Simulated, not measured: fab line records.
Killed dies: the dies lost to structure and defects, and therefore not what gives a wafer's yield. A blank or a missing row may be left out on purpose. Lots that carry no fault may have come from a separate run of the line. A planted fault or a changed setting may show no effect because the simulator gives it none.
Matching of chambers -- flow n5_finfet -- 4 sister chambers for N5_BEOL_M14_DESCUM_33 on rie_diel-06
The step chemistry O2, time 7.9 s. 4 wafers are shown with their chamber, then 8 later ones without.

== EACH WAFER AND ITS CHAMBER ==
wafer,chamber,showerhead_plenum_p_Torr (Torr)
L078.4,0,2.20
L081.3,2,2.06
L081.4,1,2.21
L088.1,3,2.14

== WAFERS WITH NO CHAMBER GIVEN ==
wafer,showerhead_plenum_p_Torr (Torr)
L088.4,2.19
L088.6,2.14
L093.1,2.21
L093.3,2.14
L093.4,2.19
L091.2,2.14
L091.5,2.14
L091.6,2.06

== CHAMBER TAKEN BY EACH ==
wafer,from the rows above,in truth
L088.4,can't be placed: 0 or 1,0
L088.6,3,3
L093.1,can't be placed: 1 or 0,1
L093.3,3,3
L093.4,can't be placed: 0 or 1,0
L091.2,3,3
L091.5,3,3
L091.6,2,2
Correctly placed: 5 of 8. Unplaceable from these rows: 3, with the true chamber sitting among the candidates in 3. Number placed wrongly: 0.
How it was worked out, from the rows above alone: a wafer's distance from a chamber is the root of the sum, over the readings, of the square of ((its reading less the chamber's mean) divided by the reading's scatter). If the next closest chamber is less than 2 further off than the closest, the wafer can't be placed; otherwise it belongs to the closest. The mean given for a chamber averages the wafers shown for that chamber. The scatter: root of mean squared gap, hidden wafer to nearest shown wafer, with one shown wafer a chamber.
